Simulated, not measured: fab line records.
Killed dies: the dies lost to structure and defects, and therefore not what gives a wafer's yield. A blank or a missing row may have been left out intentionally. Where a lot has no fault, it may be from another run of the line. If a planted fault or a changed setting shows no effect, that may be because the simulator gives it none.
Matching of chambers	flow n5_finfet	N5_BEOL_M12_CMP_49 on cmp-01 has 4 sister chambers
The step polishes, stops on SiOC, t overpolish 20.6 s, target thk 320 nm. 8 wafers are shown with their chamber, then 10 later ones without.

== WAFERS PAIRED WITH THEIR CHAMBERS ==
wafer	chamber	motor_current_A (A)	slurry_flow_ml_min
L086.3	0	6.1	149.4
L086.5	3	5.8	149.8
L085.2	3	5.7	150.5
L085.3	0	5.8	149.2
L089.3	1	6.6	150.2
L089.5	1	6.2	150.5
L091.2	2	5.6	150.0
L091.5	2	5.5	150.9

== WAFERS MISSING THEIR CHAMBER ==
wafer	motor_current_A (A)	slurry_flow_ml_min
L091.6	5.9	149.6
L092.1	5.4	149.5
L092.4	5.8	150.2
L092.6	5.5	149.6
L096.2	6.6	149.6
L096.4	5.9	150.3
L096.5	5.9	151.0
L093.3	6.0	150.1
L093.4	5.4	149.0
L093.6	5.3	149.8

== EACH ONE'S CHAMBER ==
wafer	from the rows above	in truth
L091.6	can't be placed: 0 or 3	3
L092.1	can't be placed: 2 or 3 or 0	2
L092.4	can't be placed: 3 or 2 or 0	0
L092.6	can't be placed: 3 or 2 or 0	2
L096.2	can't be placed: 1 or 0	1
L096.4	can't be placed: 3 or 2 or 0 or 1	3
L096.5	can't be placed: 3 or 2 or 1 or 0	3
L093.3	can't be placed: 3 or 0 or 1 or 2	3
L093.4	can't be placed: 0 or 3 or 2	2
L093.6	can't be placed: 2 or 3 or 0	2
Placed correctly: 0 of 10. Unplaceable from these rows: 10, with the true chamber sitting among the candidates in 10. Placed wrongly: 0.
How it was worked out, from the rows above alone: a wafer's distance from a chamber is the root of the sum, over the readings, of the square of ((its reading less the chamber's mean) divided by the reading's scatter). The wafer belongs to the nearest chamber; if the next one is less than 2 further off, it can't be placed. The mean given for a chamber averages the wafers shown for that chamber. The scatter: the root of (the sum of the squares of (reading less its chamber's mean) over the shown wafers, divided by (wafers less chambers)).
